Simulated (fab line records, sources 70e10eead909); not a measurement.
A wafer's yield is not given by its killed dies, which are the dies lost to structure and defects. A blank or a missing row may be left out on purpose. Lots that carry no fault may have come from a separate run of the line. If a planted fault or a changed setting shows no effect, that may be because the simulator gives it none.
Comparing a struck lot with a sound one ; flow nandHarc ; 15 steps out of a route of 1159
Sound: the wafers L867.1, L867.3, L867.4. Struck: wafer L871.6; the same lot's L871.5 was not struck, so it is left out; see the end for the cause.
At each step with rows: each side's tool, then ch and its chambers, then its first start. Under that, the readings that differ: sound wafers ; struck wafers ; difference of the means ; sigmas: that difference in standard deviations of wafers without a fault.
alike: a reading whose means differ by less than 2 such deviations, as well as words and numbers matching on both sides. not compared: withheld readings; readings where some wafer has no value; bounds like >300 that might hide an equal value; numbers whose values overlap and for which the record gives no deviation.
Wherever a step has rows on one side only, a row that says differs or no value, or a row with sigmas, the two part there. Non-overlapping numbers with no deviation appear without sigmas and do not part them. Lack of a reading on every wafer of one side parts them only where that side has two or more wafers.

first, 1 step without rows for these wafers: NHARC_A_ONON_D1_DEP_03 (target thk 1000 nm).
NHARC_A_ONON_D1_THK_MEAS_05: measures by ellipsometry.
  sound: filmMetro-02 at day 9 20:49; struck: filmMetro-01 at day 10 21:30
  alike: thkNm
following that, 1 step holds no rows for these wafers, namely NHARC_A_ONON_D1_DEP_06 (target thickness 1000 nm).
NHARC_A_ONON_D1_THK_MEAS_08: measures by ellipsometry.
  sound: filmMetro-01 at day 9 21:23; struck: filmMetro-02 at day 10 22:04
  alike: thkNm
following that, 1 step holds no rows for these wafers, namely NHARC_A_ONON_D1_DEP_09 (target thickness 1000 nm).
NHARC_A_ONON_D1_THK_MEAS_11: measures by ellipsometry.
  sound: filmMetro-02 at day 9 21:57; struck: filmMetro-02 at day 10 22:38
  alike: thkNm
following that, 1 step holds no rows for these wafers, namely NHARC_A_ONON_D1_DEP_12 (target thickness 1000 nm).
NHARC_A_ONON_D1_THK_MEAS_14: measures by ellipsometry.
  sound: filmMetro-02 at day 9 22:31; struck: filmMetro-01 at day 10 23:13
reading;sound;struck;difference;sigmas
thkNm (nm);997 994 995;1029;+34;+3
then, 2 steps without rows for these wafers: NHARC_A_ONON_D1_ANNEAL_15 (time 3600 s); NHARC_A_ONON_D1_DEP_16 (target thk 1000 nm).
NHARC_A_ONON_D1_THK_MEAS_18: measures by ellipsometry.
  sound: filmMetro-02 at day 10 05:38; struck: filmMetro-01 at day 11 06:17
  alike: thkNm
NHARC_A_ONON_D1_DEP_19: target thk 1000 nm.
  sound on pecvdOnon-02 ch 0, day 10 05:41; struck on pecvdOnon-02 ch 0, day 11 06:34
NHARC_A_ONON_D1_THK_MEAS_21: measures by ellipsometry.
  sound: filmMetro-02 at day 10 06:13; struck: filmMetro-02 at day 11 06:51
reading;sound;struck;difference;sigmas
thkNm (nm);990 988 988;1906;+917;+97
following that, 1 step holds no rows for these wafers, namely NHARC_A_ONON_D1_DEP_22 (target thickness 1000 nm).
-- break in the record here, with 11 days between the starts of the struck wafers on either side (left off in module A_ONON_D1, picked up again in module END, where the first step shown is number 1159 on the route) --
NHARC_END_SORT_01:
  the record has rows for the struck wafers here (prober-02 ch 0, day 22 12:22) and none for the sound ones

WHERE THEY PART
Earliest at NHARC_A_ONON_D1_THK_MEAS_14; latest, in this record, at NHARC_END_SORT_01.

WHY: what the simulator had put in
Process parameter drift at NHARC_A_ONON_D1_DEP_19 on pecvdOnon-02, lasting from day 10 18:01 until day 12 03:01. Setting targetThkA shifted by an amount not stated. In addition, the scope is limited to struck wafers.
